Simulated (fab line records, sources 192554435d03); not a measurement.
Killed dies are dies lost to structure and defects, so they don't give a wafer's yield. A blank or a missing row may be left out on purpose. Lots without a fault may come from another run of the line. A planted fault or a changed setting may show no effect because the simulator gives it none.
Chamber matching | flow n5_finfet | N5_HKMG_FIN_STRIP_92 on rie_diel-02: 4 sister chambers
The step strips SOC in N2/H2, time 20 s. 4 wafers are shown with their chamber, then 8 later ones without.

WAFERS WITH THEIR CHAMBER
wafer  | chamber | throttle_valve_pct (%)
L093.2 | 3       | 18.7
L095.2 | 2       | 19.1
L095.5 | 0       | 19.8
L096.1 | 1       | 18.6

WAFERS WITHOUT THEIR CHAMBER
wafer  | throttle_valve_pct (%)
L096.2 | 18.7
L096.4 | 19.8
L097.1 | 18.7
L097.2 | 19.1
L097.3 | 18.5
L097.4 | 19.8
L097.5 | 19.1
L097.6 | 18.5

WHICH CHAMBER EACH WENT THROUGH
wafer  | from the rows above     | in truth
L096.2 | can't be placed: 3 or 1 | 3
L096.4 | 0                       | 0
L097.1 | can't be placed: 3 or 1 | 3
L097.2 | 2                       | 2
L097.3 | can't be placed: 1 or 3 | 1
L097.4 | 0                       | 0
L097.5 | 2                       | 2
L097.6 | can't be placed: 1 or 3 | 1
Placed correctly: 4 of 8. Can't be placed from these rows: 4 (the true chamber is among the candidates in 4). Placed wrongly: 0.
How it was worked out, from the rows above alone: a wafer's distance from a chamber is the root of the sum, over the readings, of the square of ((its reading less the chamber's mean) divided by the reading's scatter). The wafer belongs to the nearest chamber; if the next one is less than 2 further off, it can't be placed. A chamber's mean is the mean of its shown wafers. The scatter: with one shown wafer a chamber, the root of the mean of the squares of how far each hidden wafer lies from its nearest shown one.
